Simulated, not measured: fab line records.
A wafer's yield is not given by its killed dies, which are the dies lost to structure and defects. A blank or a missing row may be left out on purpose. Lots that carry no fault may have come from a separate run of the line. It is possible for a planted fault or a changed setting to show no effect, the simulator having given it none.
fab line records	flow n5_finfet
record: lots: 11	wafers: 33	last_day: 18
route steps=1938 shown BEOL_M6@1255 MIM_BOT_ETCH@1867 PASSIVATION@1926
lots that met no fault: taken from a fault-free run of the same line
start_h: hours from the record's opening day to when the first of the lot's shown wafers began	wait_h: time in hours since the lot's previous step	" as in the row above	L1.1+2: one row covering several wafers at once	- either no value or no given start	* or withheld: withheld	< > ~ a bound
route shown NAME@n: NAME is a module with steps in the file, n the number in the route of the first one	usual: average and standard deviation across the fault-free wafers	same: alike in all rows	chamber/n: place in a boat	sites: each site's reading	_std_site: how widely they spread, as a standard deviation	_edge_site: the outer-site mean with the inner-site mean subtracted	radius_mm: for every site, how far away it sits from the centre of the wafer	mask NAME#n: copy n	behind: the last tool/chamber to shape the wafer	hold: reason for holding the lot/hours on hold/outcome of the hold	device: whichever transistor did not switch (one of n, p or np)	end of line: the tests these same wafers got at the end of their route	a step without rows: its recipe alone	killed: at the first sort, the dies lost to defects and structure; wafer yield is something else	map: per-die view of a wafer (x killed, . not killed, _ where there is no die)
set.NAME: the setting the step ran with; set.NAME@STEP: the setting that earlier step ran with	model.NAME: the simulator's own value behind a step, which no gauge read
steps of the route over a sample of lots; a table a step, a row a wafer
services: the hour from which a tool's chamber was out of use, counted from the record's first day as start_h (under 0 if before that day), plus the number of hours and why
== steps ==
step: N5_BEOL_M6_ECD_50
recipe: material: Cu	target_thk_a: 3000
lot.wafer	tool	chamber	start_h	wait_h
L666.1+3+6	ecd_cu-02	1,1,0	207.55	0.1
L667.1+3+6	ecd_cu-02	1	211.95	0.1
L665.2+4+6	ecd_cu-01	0	215.42	0.1
L664.1+5+6	ecd_cu-01	0,0,1	236.77	0.1
L669.3+4+6	ecd_cu-02	1,0,0	236.87	0.1
L672.1+2+4	ecd_cu-02	1,0,1	246.52	0.1
L681.3+5+6	ecd_cu-01	1,0,1	309.82	0.1
L683.1+2+4	ecd_cu-02	1,0,0	327.09	0.1
L684.1+2+5	ecd_cu-02	0,1,0	337.52	0.1
L685.2+3+4	ecd_cu-02	0,0,1	340.39	0.1
L687.2+4+5	ecd_cu-02	1,0,0	347.25	0.1
step: N5_MIM_BOT_ETCH_ETCH_03
recipe: chemistry: Cl2/BCl3	target_depth_a: 120	pressure_mtorr: 8	icp_w: 800	bias_w: 100	Cl2_flow_sccm: 20	bcl3_flow_sccm: 80
usual: drypump_motor_current_A: 5.9/0.49	he_backside_leak_sccm: 3.5/0.38	oes_product_au: 0.82/0.09	throttle_valve_pct: 27.7/0.32
lot.wafer	tool	chamber	start_h	wait_h	drypump_motor_current_A	he_backside_leak_sccm	oes_product_au	rf_hours_counter_h	throttle_valve_pct
L666.1	rie_metal-01	0	279.62	0.1	6.1	3.6	0.88	12	27.9
L666.3	"	1	"	"	5.8	3.7	0.84	-	27.9
L666.6	"	1	"	"	5.8	3.7	0.84	-	27.9
L667.1	rie_metal-02	0	287.99	0.1	5.6	3.3	1.00	0	27.2
L667.3	"	1	"	"	5.0	3.7	0.70	-	27.8
L667.6	"	0	"	"	5.6	3.1	1.00	-	27.3
L665.2	rie_metal-03	0	291.89	0.1	6.5	3.5	0.68	93	28.1
L665.4	"	1	"	"	6.4	3.4	0.87	-	27.3
L665.6	"	1	"	"	6.4	3.4	0.87	-	27.3
L669.3	rie_metal-01	0	308.20	0.1	6.0	3.2	0.86	-	28.0
L669.4	"	1	"	"	5.8	3.8	0.83	-	27.9
L669.6	"	1	"	"	5.8	3.6	0.83	-	27.9
L664.1	rie_metal-03	1	323.56	0.1	6.4	3.3	0.86	22	27.3
L664.5	"	0	"	"	6.4	3.4	0.67	-	28.1
L664.6	"	1	"	"	6.5	3.5	0.85	-	27.3
L672.1	rie_metal-01	0	323.68	0.1	6.1	3.6	0.86	17	27.9
L672.2	"	1	"	"	5.8	3.8	0.82	33	27.9
L672.4	"	1	"	"	5.8	3.6	0.83	-	27.9
L681.3	rie_metal-01	1	385.15	0.1	5.8	3.8	0.81	-	27.9
L681.5	"	0	"	"	6.0	3.7	0.84	-	27.9
L681.6	"	1	"	"	5.8	3.7	0.80	-	27.9
L683.1	rie_metal-03	0	407.35	0.1	6.5	3.4	1.00	1	27.8
L683.2	"	1	"	"	6.4	3.5	0.82	32	27.3
L683.4	"	0	"	"	6.5	3.4	1.00	-	27.8
L684.1	rie_metal-01	0	418.42	0.1	6.1	3.5	0.83	24	28.0
L684.2	"	1	"	"	5.8	3.7	0.79	42	27.9
L684.5	"	0	"	"	6.1	3.5	0.83	-	27.9
L685.2	rie_metal-02	1	418.71	0.1	5.0	4.1	0.68	92	27.8
L685.3	"	1	"	"	5.0	3.9	0.68	-	27.8
L685.4	"	0	"	"	5.6	3.2	0.89	-	27.3
L687.2	rie_metal-03	1	424.95	0.1	6.4	3.4	0.81	33	27.3
L687.4	"	0	"	"	6.5	3.2	0.99	-	27.8
L687.5	"	0	"	"	6.5	3.4	0.98	-	27.8
step: N5_PASSIVATION_OVL_MEAS_66
recipe: points_per_wafer: 44
usual: PASS_OPEN_OVL: 0/6
lot.wafer	tool	chamber	start_h	wait_h	PASS_OPEN_OVL[nm]
L666.1	overlay-02	0	285.56	0.0	-9
L666.3	"	0	"	"	-5
L666.6	"	0	"	"	6
L667.1	overlay-02	0	297.28	0.0	-5
L667.3	"	0	"	"	-11
L667.6	"	0	"	"	3
L665.2	overlay-01	0	298.80	0.0	-5
L665.4	"	0	"	"	-11
L665.6	"	0	"	"	-10
L669.3	overlay-02	0	313.46	0.0	7
L669.4	"	0	"	"	5
L669.6	"	0	"	"	8
L664.1	overlay-01	0	328.66	0.0	4
L664.5	"	0	"	"	8
L664.6	"	0	"	"	6
L672.1	overlay-01	0	329.84	0.0	3
L672.2	"	0	"	"	7
L672.4	"	0	"	"	4
L681.3	overlay-02	0	391.07	0.0	9
L681.5	"	0	"	"	6
L681.6	"	0	"	"	7
L683.1	overlay-02	0	413.08	0.0	3
L683.2	"	0	"	"	-5
L683.4	"	0	"	"	1
L685.2	overlay-01	0	425.37	0.0	-10
L685.3	"	0	"	"	1
L685.4	"	0	"	"	-6
L684.1	overlay-01	0	425.53	0.0	-8
L684.2	"	0	"	"	-2
L684.5	"	0	"	"	-11
L687.2	overlay-02	0	429.53	0.0	6
L687.4	"	0	"	"	4
L687.5	"	0	"	"	-1
step: N5_PASSIVATION_DESCUM_46
recipe: chemistry: O2	time_s: 7.9	source_power_w: 50	bias_power_w: 20	pressure_mtorr: 20	rf_frequency_hz: 2.712e+07	temp_c: 40	o2_flow_sccm: 225
usual: bias_power_w: 20.00/0.06	drypump_motor_current_A: 5.6/0.5	oes_product_au: 0.79/0.082	rf_vpp_V: 243.6/1.2	showerhead_plenum_p_Torr: 2.12/0.064	throttle_valve_pct: 20.58/0.22
lot.wafer	tool	chamber	start_h	wait_h	bias_power_w	drypump_motor_current_A	oes_product_au	rf_hours_counter_h	rf_vpp_V	showerhead_plenum_p_Torr	throttle_valve_pct
L666.1	rie_diel-03	2	286.04	0.4	20.04	5.3	0.73	159	242.2	2.10	20.95
L666.3	"	0	"	"	19.98	5.7	0.72	185	244.9	2.16	20.51
L666.6	"	2	"	"	20.03	5.3	0.72	-	242.8	2.10	20.96
L667.1	rie_diel-03	1	297.34	0.0	20.02	5.2	0.77	157	242.0	2.10	20.57
L667.3	"	0	"	"	19.97	5.7	0.71	189	244.3	2.16	20.51
L667.6	"	2	"	"	20.13	5.3	0.73	-	241.5	2.10	20.96
L665.2	rie_diel-05	3	298.86	0.0	20.00	4.6	0.80	108	246.1	2.20	20.58
L665.4	"	0	"	"	19.90	6.2	0.80	113	242.1	2.04	20.83
L665.6	"	1	"	"	20.04	5.6	0.81	-	240.8	2.03	20.48
L669.3	rie_diel-05	1	313.63	0.2	19.97	5.7	0.79	115	243.9	2.02	20.48
L669.4	"	0	"	"	19.94	6.2	0.79	118	241.1	2.04	20.85
L669.6	"	1	"	"	19.95	5.7	0.80	-	242.9	2.02	20.50
L664.1	rie_diel-03	3	328.72	0.0	20.07	6.3	0.92	35	245.1	2.24	20.53
L664.5	"	0	"	"	19.94	5.7	0.71	-	245.2	2.16	20.53
L664.6	"	3	"	"	20.00	6.3	0.91	-	247.5	2.24	20.54
L672.1	rie_diel-01	3	329.90	0.0	19.98	5.3	0.68	237	242.9	2.14	20.38
L672.2	"	0	"	"	19.96	6.4	0.77	143	244.1	2.09	20.22
L672.4	"	2	"	"	20.07	5.0	0.68	230	244.2	2.17	20.87
L681.3	rie_diel-01	1	391.21	0.1	20.02	5.2	0.78	120	244.4	2.12	20.60
L681.5	"	2	"	"	20.03	5.0	0.66	-	245.2	2.16	20.88
L681.6	"	1	"	"	20.03	5.2	0.79	-	243.5	2.12	20.59
L683.1	rie_diel-01	2	413.13	0.0	19.89	5.0	0.99	2	243.9	2.16	20.59
L683.2	"	0	"	"	20.00	6.4	0.74	176	241.8	2.07	20.28
L683.4	"	3	"	"	20.09	5.3	0.97	9	243.4	2.13	20.13
L685.2	rie_diel-01	3	425.43	0.0	20.06	5.3	0.95	14	244.5	2.13	20.14
L685.3	"	0	"	"	19.97	6.4	0.74	180	244.3	2.07	20.29
L685.4	"	1	"	"	20.01	5.2	0.78	133	243.2	2.11	20.63
L684.1	rie_diel-03	0	425.64	0.1	19.87	5.6	0.68	235	244.1	2.14	20.59
L684.2	"	2	"	"	19.96	5.3	0.68	209	241.7	2.09	21.03
L684.5	"	2	"	"	19.99	5.3	0.68	-	242.1	2.09	21.04
L687.2	rie_diel-01	0	429.59	0.0	19.94	6.3	0.74	182	244.0	2.07	20.29
L687.4	"	3	"	"	19.98	5.3	0.95	16	243.0	2.13	20.12
L687.5	"	3	"	"	20.02	5.3	0.94	-	244.7	2.13	20.14
step: N5_PASSIVATION_PROBE_49
usual: defect_limited_yield: 91.7/1.5	killed_at_M0_to_M3: 32/10	killed_at_M4_up: 14/5.3	killed_at_contacts: 13/5.7	killed_at_front_end: 37/10	killed_at_other: 3.3/2.5	killed_dies: 98/18	killed_on_rim: 13/3.6	killed_open: 65/13	killed_short: 31/7.5	sort_bin_4_leakage: 0.00/0.0099	sort_bin_5_function: 4.9/0.91	sort_bin_6_memory: 3.1/0.71	sort_bin_8_speed: 0.00/0.017	sort_n_pass: 1082/18	sort_yield_pct: 91.7/1.5
same: gross_dies: 1180	killed_at_back_side: 0
lot.wafer	tool	chamber	start_h	wait_h	defect_limited_yield[%]	killed_at_M0_to_M3	killed_at_M4_up	killed_at_contacts	killed_at_front_end	killed_at_other	killed_dies	killed_on_rim	killed_open	killed_short	sort_bin_4_leakage[%]	sort_bin_5_function[%]	sort_bin_6_memory[%]	sort_bin_8_speed[%]	sort_n_pass	sort_yield_pct[%]
L666.1	prober-02	-	289.12	0.0	91.4	40	14	6	39	3	102	12	67	33	0	4.7	3.6	0	1078	91.4
L666.3	prober-02	-	289.22	0.1	91.8	24	8	24	39	2	97	13	65	29	0	5.3	2.8	0	1083	91.8
L666.6	prober-02	-	289.37	0.3	92.4	31	13	14	31	1	90	12	72	18	0	5.1	2.3	0	1090	92.4
L665.2	prober-02	-	301.95	0.1	94.3	15	19	6	25	2	67	7	44	22	0	3.2	2.4	0	1113	94.3
L665.4	prober-02	-	302.05	0.2	92.2	17	14	4	46	11	92	12	68	23	0	4.7	3.0	0	1088	92.2
L665.6	prober-02	-	302.15	0.3	92.5	21	14	12	38	4	89	13	59	30	0	4.5	2.9	0	1091	92.5
L669.3	prober-01	-	316.77	0.1	54.4	23	466	11	35	3	538	64	53	23	0	27.4	15.1	0	642	54.4
L669.4	prober-01	-	316.82	0.2	93.2	31	13	13	22	1	80	10	51	25	0	4.1	2.3	0	1100	93.2
L669.6	prober-01	-	316.92	0.3	91.8	29	21	18	24	5	97	14	72	24	0	5.2	3.0	0	1083	91.8
L672.1	prober-01	-	332.95	0.0	54.0	24	477	6	36	0	543	74	47	26	0	28.6	14.4	0	637	54.0
L672.2	prober-01	-	333.00	0.1	91.5	31	12	9	48	0	100	18	59	41	0	5.4	2.7	0	1080	91.5
L672.4	prober-01	-	333.10	0.2	54.9	22	476	5	27	2	532	58	34	28	0	27.2	15.3	0	648	54.9
L687.2	prober-01	-	432.68	0.1	94.7	17	17	7	22	0	63	8	44	19	0	3.5	1.8	0	1117	94.7
L687.4	prober-01	-	432.78	0.2	92.9	22	13	18	28	3	84	11	64	19	0	4.3	2.5	0	1096	92.9
L687.5	prober-01	-	432.83	0.2	92.4	29	25	14	21	1	90	8	53	37	0	4.7	2.8	0	1090	92.4
killed by level:class
L666.1 STI_FIN_REVEAL:geometric_particle:open=12 FIN_SAQP:geometric_particle:short=7 BEOL_M3:geometric_particle:open=7 MOL_CONTACT_COAG:geometric_particle:open=6 BEOL_M0_SAQP:geometric_particle:open=6 BEOL_M2:geometric_particle:open=6 BEOL_M0_SAQP:geometric_particle:short=5 BEOL_M0:geometric_particle:open=5
L666.3 MOL_CONTACT_COAG:geometric_particle:open=20 STI_FIN_REVEAL:geometric_particle:open=11 FIN_SAQP:geometric_particle:short=6 DUMMY_GATE:geometric_particle:open=5 BEOL_M0_SAQP:geometric_particle:short=5 BEOL_M1:geometric_particle:open=5 BEOL_M2:geometric_particle:open=5 FIN_SAQP:geometric_particle:open=4
L666.6 BEOL_M2:geometric_particle:open=12 STI_FIN_REVEAL:geometric_particle:open=11 MOL_CONTACT_COAG:geometric_particle:open=10 DUMMY_GATE:geometric_particle:open=8 BEOL_M0_SAQP:geometric_particle:open=7 BEOL_M0_SAQP:geometric_particle:short=5 FIN_SAQP:geometric_particle:short=4 MOL_CONTACT_COAG:geometric_particle:short=4
L665.2 BEOL_M5:geometric_particle:open=9 STI_FIN_REVEAL:geometric_particle:open=8 GATE_CUT:geometric_particle:short=6 BEOL_M0_SAQP:geometric_particle:short=6 GATE_CUT:geometric_particle:open=5 MOL_CONTACT_COAG:geometric_particle:open=4 BEOL_M3:geometric_particle:open=4 DUMMY_GATE:geometric_particle:open=3
L665.4 STI_FIN_REVEAL:geometric_particle:open=20 DUMMY_GATE:geometric_particle:open=5 BEOL_M4:geometric_particle:open=5 MIM_TOP:geometric_particle:open=4 MOL_CONTACT_COAG:geometric_particle:open=4 BEOL_M0_SAQP:geometric_particle:short=4 BEOL_M3:geometric_particle:open=4 MIM_TOP:geometric_particle:short=4
L665.6 MOL_CONTACT_COAG:geometric_particle:open=12 GATE_CUT:geometric_particle:short=9 BEOL_M0_SAQP:geometric_particle:short=8 STI_FIN_REVEAL:geometric_particle:open=6 BEOL_M4:geometric_particle:open=6 STARTING-WAFER:geometric_particle:open=6 FIN_SAQP:geometric_particle:short=5 FIN_SAQP:geometric_particle:open=4
L669.3 BEOL_M6:unspecified=462 FIN_SAQP:geometric_particle:open=11 MOL_CONTACT_COAG:geometric_particle:open=10 STI_FIN_REVEAL:geometric_particle:open=7 BEOL_M1:geometric_particle:open=7 FIN_SAQP:geometric_particle:short=5 DUMMY_GATE:geometric_particle:open=5 BEOL_M0:geometric_particle:open=3
L669.4 MOL_CONTACT_COAG:geometric_particle:open=11 BEOL_M2:geometric_particle:open=8 FIN_SAQP:geometric_particle:short=6 BEOL_M1:geometric_particle:open=6 BEOL_M0_SAQP:geometric_particle:short=4 BEOL_M2:geometric_particle:short=4 FIN_SAQP:geometric_particle:open=3 DUMMY_GATE:geometric_particle:open=3
L669.6 BEOL_M2:geometric_particle:open=19 BEOL_M4:geometric_particle:open=10 MOL_CONTACT_COAG:geometric_particle:short=9 MOL_CONTACT_COAG:geometric_particle:open=9 FIN_SAQP:geometric_particle:open=7 BEOL_M1:geometric_particle:open=5 BEOL_M5:geometric_particle:open=4 BEOL_M3:geometric_particle:open=3
L672.1 BEOL_M6:unspecified=469 FIN_SAQP:geometric_particle:short=13 STI_FIN_REVEAL:geometric_particle:open=7 BEOL_M3:geometric_particle:open=7 MOL_CONTACT_COAG:geometric_particle:open=6 FIN_SAQP:geometric_particle:open=5 BEOL_M0_SAQP:geometric_particle:open=4 BEOL_M1:geometric_particle:open=4
L672.2 FIN_SAQP:geometric_particle:short=17 STI_FIN_REVEAL:geometric_particle:open=10 BEOL_M0_SAQP:geometric_particle:short=9 FIN_SAQP:geometric_particle:open=8 BEOL_M0_SAQP:geometric_particle:open=8 MOL_CONTACT_COAG:geometric_particle:open=7 BEOL_M2:geometric_particle:open=7 BEOL_M4:geometric_particle:open=5
L672.4 BEOL_M6:unspecified=469 FIN_SAQP:geometric_particle:short=7 STI_FIN_REVEAL:geometric_particle:open=5 MOL_CONTACT_COAG:geometric_particle:open=5 BEOL_M0_SAQP:geometric_particle:short=5 STARTING-WAFER:geometric_particle:short=4 BEOL_M0:geometric_particle:open=3 BEOL_M1:geometric_particle:open=3
L687.2 BEOL_M4:geometric_particle:open=13 ILD0:geometric_particle:short=5 MOL_CONTACT_COAG:geometric_particle:open=5 BEOL_M3:geometric_particle:open=5 ILD0:geometric_particle:open=4 BEOL_M0_SAQP:geometric_particle:short=4 STI_FIN_REVEAL:geometric_particle:open=3 DUMMY_GATE:geometric_particle:open=3
L687.4 MOL_CONTACT_COAG:geometric_particle:open=16 BEOL_M1:geometric_particle:open=8 BEOL_M2:geometric_particle:open=6 BEOL_M4:geometric_particle:open=5 STI_FIN_REVEAL:geometric_particle:open=4 DUMMY_GATE:geometric_particle:open=4 GATE_CUT:geometric_particle:short=4 BEOL_M0_SAQP:geometric_particle:open=4
L687.5 BEOL_M4:geometric_particle:open=15 BEOL_M0_SAQP:geometric_particle:short=9 MOL_CONTACT_COAG:geometric_particle:open=8 FIN_SAQP:geometric_particle:short=7 MOL_CONTACT_COAG:geometric_particle:short=6 BEOL_M2:geometric_particle:open=5 BEOL_M3:geometric_particle:open=5 ILD0:geometric_particle:short=4
== services ==
tool	chamber	start_h	hours	kind
ecd_cu-02	-	225.02	2.5	pm
rie_diel-01	0	228.17	6.0	repair
rie_diel-01	-	238.12	15.6	pm
rie_diel-01	1	263.76	3.0	repair
rie_diel-05	1	270.84	14.1	repair
ecd_cu-02	-	271.46	1.8	repair
rie_metal-01	-	293.33	0.5	repair
ecd_cu-02	-	318.33	3.1	repair
rie_metal-02	1	320.48	2.3	repair
rie_diel-01	-	322.39	0.2	repair
rie_metal-02	-	325.32	0.7	repair
rie_diel-03	1	336.08	13.1	repair
rie_metal-01	0	342.64	13.4	repair
ecd_cu-02	-	349.92	0.8	repair
rie_diel-01	3	372.47	-	clean
rie_diel-01	3	372.47	-	consumable_replace:focus_ring
rie_diel-01	3	372.47	19.3	scheduled_down
rie_diel-01	3	372.47	19.3	vent_cycle
rie_metal-01	-	381.88	0.2	repair
rie_metal-02	-	382.45	0.6	repair
rie_metal-03	-	388.40	0.5	repair
rie_diel-05	3	389.66	9.0	repair
rie_diel-01	2	391.81	-	clean
rie_metal-01	0	414.51	1.2	repair
== key ==
first_sign: step: N5_PASSIVATION_PROBE_49	reading: killed_at_M4_up	direction: up	sigmas: 87	usual: 14	struck: 473
effect: step: N5_PASSIVATION_PROBE_49	reading: defect_limited_yield	direction: down	sigmas: 25	usual: 91.7	struck: 54.4
more_kills_born_at: N5_BEOL_M6_ECD_50@ecd_cu-02: 1400
met_at N5_BEOL_M6_ECD_50
struck_lots L669,L672
struck_wafers L669.3,L672.1,L672.4
not_acting_at N5_MIM_BOT_ETCH_ETCH_03,N5_PASSIVATION_OVL_MEAS_66,N5_PASSIVATION_DESCUM_46
onset_between 211.95 236.87
fault: kind: chamber_particle_source	tool: ecd_cu-02	chamber: 1	onset_h: 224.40	steps: N5_BEOL_M6_ECD_50	rate_per_visit_cm2: 0.95616	end_h: 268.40
